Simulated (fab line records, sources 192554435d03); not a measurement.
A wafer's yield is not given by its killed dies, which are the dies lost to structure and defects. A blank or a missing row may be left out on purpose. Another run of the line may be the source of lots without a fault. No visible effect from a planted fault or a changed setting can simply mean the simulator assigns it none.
Problem report, 8D (eight disciplines) form, completed by code + flow n5-finfet + the parts of the form that need people (team, actions taken, sign-off) are left out

1. THE PROBLEM
Mean of killed-at-front-end at N5_PASSIVATION_PROBE_49: 1164 across 6 wafers in 2 lots; on wafers with no fault it is 41 (standard deviation 11). That is +99 or more standard deviations from the usual mean.
Earliest sighting: wafer L386.2 on prober-01 at day 14 07:54. The record has a number at this step for 9 wafers belonging to 3 lots. Rule for "out", or "out of limits": more than 4 standard deviations from the usual mean. The other wafers with a number count as sound.

2. WHAT IT IS, AND WHAT IT ISN'T
| question                    | is                                                                                                                      | is not                                                             |
|-----------------------------|-------------------------------------------------------------------------------------------------------------------------|--------------------------------------------------------------------|
| which readings at this step | killed-at-front-end, defect-limited-yield, killed-dies, killed-on-rim, sort_bin_5_function, sort-n-pass, sort-yield-pct | killed-at-contacts, killed-at-other, sort_bin_6_memory             |
| which lots                  | L386, L387                                                                                                              | L396                                                               |
| which wafers of those lots  | all that have a number                                                                                                  | -                                                                  |
| read on which tools         | prober-01                                                                                                               | prober-02                                                          |
| when                        | from day 14 07:54                                                                                                       | up to then (0 sound wafers); but 3 sound wafers of L396 came after |

3. SUSPECTS, AND WHAT RULES EACH OUT
Counting: any tool at a process step up to the reading is kept as a suspect provided that every lot that is out went through it and no sound lot did after the first of them.
- rtp-anneal-01 at N5_FIN_SAQP_DENSIFY_62 (time 60 s): kept. It ran every lot that is out, first L386 (day 3 08:58), and no sound lot after that.
- pecvd-03 at N5_FIN_SAQP_HM_DEP_72 (deposits SiO2 from SiH4/N2O, target thk 12 nm, time 7.2 s): kept. It ran every lot that is out, first L386 (day 3 09:29), and no sound lot after that.
- prober-01 at N5_PASSIVATION_PROBE_49: kept. It ran every lot that is out, first L386 (day 14 07:54), and no sound lot after that. Out on those wafers are its own readings of defect-limited-yield, killed-at-front-end, killed-dies, killed-on-rim, sort_bin_5_function, sort-n-pass, sort-yield-pct.
The count leaves rtp-anneal-01 at N5_FIN_SAQP_DENSIFY_62, pecvd-03 at N5_FIN_SAQP_HM_DEP_72, and prober-01 at N5_PASSIVATION_PROBE_49.

4. THE CAUSE (what the simulator had put in)
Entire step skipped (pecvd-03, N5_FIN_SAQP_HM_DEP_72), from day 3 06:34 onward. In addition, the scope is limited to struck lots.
Counting left 3 suspects, and this tool is among them.

5. THE CHAIN OF EFFECTS, in route order
One row per reading whose mean, taken over the struck wafers that have a number, lies over 3 standard deviations from the usual. Readings are gone through only where the record gives a usual standard deviation; hours: the median, over the lots, of the time from a lot's start at the first step in this table giving one to that lot's start at this step; sigmas: the change measured in usual standard deviations.
| hours | step                    | reading              | usual  | on struck wafers | change | sigmas      |
|-------|-------------------------|----------------------|--------|------------------|--------|-------------|
| 0     | N5_PASSIVATION_PROBE_49 | defect-limited-yield | 91.2 % | 0.0              | -91.2  | -65         |
| 0     | N5_PASSIVATION_PROBE_49 | killed-at-front-end  | 41     | 1164             | +1123  | +99 or more |
| 0     | N5_PASSIVATION_PROBE_49 | killed-dies          | 104    | 1180             | +1076  | +67         |
| 0     | N5_PASSIVATION_PROBE_49 | killed-on-rim        | 14     | 152              | +138   | +35         |
| 0     | N5_PASSIVATION_PROBE_49 | killed-open          | 69     | 15               | -54    | -4.2        |
| 0     | N5_PASSIVATION_PROBE_49 | killed-short         | 33     | 7                | -26    | -3.8        |
| 0     | N5_PASSIVATION_PROBE_49 | sort_bin_5_function  | 5.1 %  | 73.5             | +68.4  | +75         |
| 0     | N5_PASSIVATION_PROBE_49 | sort-n-pass          | 1076   | 0                | -1076  | -67         |
| 0     | N5_PASSIVATION_PROBE_49 | sort-yield-pct       | 91.2 % | 0.0              | -91.2  | -65         |
The process steps in it:
- N5_PASSIVATION_PROBE_49
Readings that are blank on the struck wafers while sound wafers have them: chamber-pressure-Torr at N5_FIN_SAQP_HM_DEP_72; heater-power-outer-w at N5_FIN_SAQP_HM_DEP_72; heater-power-w at N5_FIN_SAQP_HM_DEP_72; showerhead-plenum-p-Torr at N5_FIN_SAQP_HM_DEP_72; susceptor-temp-C at N5_FIN_SAQP_HM_DEP_72; cd-nm at N5_FIN_SAQP_CD_MEAS_27.

6. WHAT WOULD HAVE CAUGHT IT SOONER
In this record the first reading out of limits was taken at day 14 07:54, 265 hours after the fault began at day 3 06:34.
Between N5_FIN_SAQP_HM_DEP_72 and N5_PASSIVATION_PROBE_49, N5_FIN_SAQP_CD_MEAS_27 gave no cd-nm on the struck wafers, where sound wafers have one: a measuring or inspecting step that comes back empty is itself a sign.
At N5_FIN_SAQP_HM_DEP_72 the tool's readings are blank on the struck wafers, where sound wafers have them: an empty tool record is the first sign, and it was there at once.
By day 14 07:54, every lot that is out (2) had started N5_FIN_SAQP_HM_DEP_72 on pecvd-03. Tool hold at that time: it would have spared none of them.
